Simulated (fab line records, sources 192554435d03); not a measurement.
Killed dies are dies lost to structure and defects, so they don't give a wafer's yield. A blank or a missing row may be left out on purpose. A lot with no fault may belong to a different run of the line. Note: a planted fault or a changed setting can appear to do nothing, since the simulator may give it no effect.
Split-lot experiment | flow n5-finfet | on a route of 1938 steps: 7 lots, 39 wafers read

## THE SPLIT
At N5_MOL_CONTACT_COAG_ETCHBACK_135 (etches SiO2 in CHF3, target depth 25 nm, time 16.7 s), the setting target-depth-a was moved away from the recipe's 250 angstrom on 15 of the 39 wafers read, by -57.3% to +42.2%. All remaining wafers had this setting at the recipe value.

## FROM THE SPLIT ON TO THE READING: in between, the file shows 1 step
- N5_MOL_CONTACT_COAG_STRIP_118: strips in CHF3

## THE READING
SOC_of_MOL_CONTACT_COAG_COAT_75.thk-nm (the simulator's own value, which no gauge read), in nm, at N5_MOL_CONTACT_COAG_VIA_ETCH_46 (etches SiO2 in C4F6/O2, target depth 46 nm, overetch 9.2 nm, time 40 s). There is no usual value for it anywhere in the file. Across the 24 wafers here that went through the recipe, the average is 50.6 nm and the standard deviation 0.31 nm.

wafer  | tool, chamber at the split | target-depth-a as run, angstrom | against the recipe | SOC_of_MOL_CONTACT_COAG_COAT_75.thk-nm, nm | against lot-mates on the recipe
L077.1 | rie-diel-02, 0             | 250                             | recipe             | 51                                         | -
L077.2 | rie-diel-02, 2,3           | 250                             | recipe             | 51.2                                       | -
L077.5 | rie-diel-02, 2,3           | 250                             | recipe             | 51.2                                       | -
L077.3 | rie-diel-02, 3,2           | 154.9                           | -38.0%             | 52.2                                       | +1.1
L077.4 | rie-diel-02, 3,2           | 154.9                           | -38.0%             | 52.2                                       | +1.1
L077.6 | rie-diel-02, 0             | 154.9                           | -38.0%             | 52                                         | +0.9
L078.1 | rie-diel-02, 3,0,2,0,3     | 250                             | recipe             | 50.6                                       | -
L078.3 | rie-diel-02, 3,0,2,0,3     | 250                             | recipe             | 50.6                                       | -
L078.2 | rie-diel-02, 3,0,2,0,3     | 250                             | recipe             | 50.4                                       | -
L078.4 | rie-diel-02, 3,0,2,0,3     | 250                             | recipe             | 50.4                                       | -
L078.5 | rie-diel-02, 3,0,2,0,3     | 250                             | recipe             | 50.4                                       | -
L078.6 | rie-diel-02, 2             | 250                             | recipe             | 50.4                                       | -
L084.1 | rie-diel-02, 2,0           | 355.5                           | +42.2%             | 49.6                                       | -0.9
L084.4 | rie-diel-02, 1             | 355.5                           | +42.2%             | 49.6                                       | -0.9
L084.2 | rie-diel-02, 3             | 250                             | recipe             | 50.6                                       | -
L084.5 | rie-diel-02, 2,1           | 250                             | recipe             | 50.6                                       | -
L084.3 | rie-diel-02, 2,0           | 355.5                           | +42.2%             | 49.2                                       | -1.3
L084.6 | rie-diel-02, 2,1           | 250                             | recipe             | 50.4                                       | -
L085.1 | rie-diel-02, 3             | 106.8                           | -57.3%             | 52.4                                       | +1.8
L085.2 | rie-diel-02, 0,3           | 250                             | recipe             | 50.4                                       | -
L085.3 | rie-diel-02, 1             | 250                             | recipe             | 50.6                                       | -
L085.4 | rie-diel-02, 2,0           | 106.8                           | -57.3%             | 52.2                                       | +1.6
L085.5 | rie-diel-02, 2,0           | 106.8                           | -57.3%             | 52                                         | +1.4
L085.6 | rie-diel-02, 0,3           | 250                             | recipe             | 50.8                                       | -
L088.1 | rie-diel-01, 1             | 181                             | -27.6%             | 51.4                                       | +1.0
L088.2 | rie-diel-01, 0             | 250                             | recipe             | 50.2                                       | -
L088.3 | rie-diel-01, 2             | 250                             | recipe             | 51                                         | -
L088.4 | rie-diel-01, 2,1           | 181                             | -27.6%             | 51.6                                       | +1.2
L088.5 | rie-diel-01, 0             | 250                             | recipe             | 50                                         | -
L088.6 | rie-diel-01, 2,1           | 181                             | -27.6%             | 51.2                                       | +0.8
L089.1 | rie-diel-06, 1,0           | 250                             | recipe             | 50.4                                       | -
L089.2 | rie-diel-06, 3             | 140.5                           | -43.8%             | 52                                         | +1.5
L089.3 | rie-diel-06, 2             | 250                             | recipe             | 50.2                                       | -
L089.4 | rie-diel-06, 1,0           | 250                             | recipe             | 51                                         | -
L089.5 | rie-diel-06, 0,1           | 140.5                           | -43.8%             | 51.8                                       | +1.3
L089.6 | rie-diel-06, 0,1           | 140.5                           | -43.8%             | 51.6                                       | +1.1
L090.2 | rie-diel-02, 3,0           | 250                             | recipe             | 50.6                                       | -
L090.4 | rie-diel-02, 1             | 250                             | recipe             | 50.4                                       | -
L090.6 | rie-diel-02, 3,0           | 250                             | recipe             | 50.2                                       | -
Rows listing several chambers each stand for several wafers; the file does not say which wafer went through which chamber.

THE FIT
A straight line over all 39 wafers: SOC_of_MOL_CONTACT_COAG_COAT_75.thk-nm changes by -0.0296 nm for each +1% of target-depth-a; r = -0.93; the points scatter about the line by 0.3 nm.
The same after taking each lot's own level away (the mean of its wafers on the recipe; 39 wafers): -0.0277 nm for each +1%; r = -0.96; scatter 0.22 nm.
That fit puts the effect of the largest move of target-depth-a on the reading at 1.6 nm.
Measured against the standard deviation above, the lots' own levels, which go from 50.40 to 51.13 nm, span 2.3 times it.
Hence the lot-to-lot level has little effect on the slope; both slopes agree.
Check: for one of the wafers moved furthest among these (-57.3%), held out of the fit, the line's prediction against its lot-mates is +1.59 nm. Against them it came out at +1.8 nm.

## THE OTHER SPLITS THESE WAFERS WENT THROUGH
Other splits were also applied to these wafers ahead of the reading. Each is held against what the fit with the lots' levels taken away leaves over:
other split on the same wafers                    | wafers away from the commonest value | r with SOC_of_MOL_CONTACT_COAG_COAT_75.thk-nm (lot level and that fit taken away)
N5_PMOS_HMC_CHANNEL_EPI_DEVELOP_08 develop-time-s | 15                                   | +0.08
N5_SD_EPI_P_EPI_21 time-s                         | 9                                    | -0.07

## THE WHOLE CHAIN: every reading that the file lists as answering this split, in the file's order
step                             | what it does                                                           | reading                                                                                 | change (the file's fit)                | r (the file's)
N5_MOL_CONTACT_COAG_ETCHBACK_135 | etches SiO2 in CHF3, target depth 25 nm, time 16.7 s                   | SOC_of_MOL_CONTACT_COAG_COAT_75.thk-nm (the simulator's own value, which no gauge read) | -0.0272 nm for each +1% of the setting | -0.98
N5_MOL_CONTACT_COAG_VIA_ETCH_46  | etches SiO2 in C4F6/O2, target depth 46 nm, overetch 9.2 nm, time 40 s | SOC_of_MOL_CONTACT_COAG_COAT_75.thk-nm (the simulator's own value, which no gauge read) | -0.0281 nm for each +1% of the setting | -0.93

## THE FILE'S OWN FIT
SOC_of_MOL_CONTACT_COAG_COAT_75.thk-nm changes by -0.0281 nm for each +1% of target-depth-a, r = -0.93.
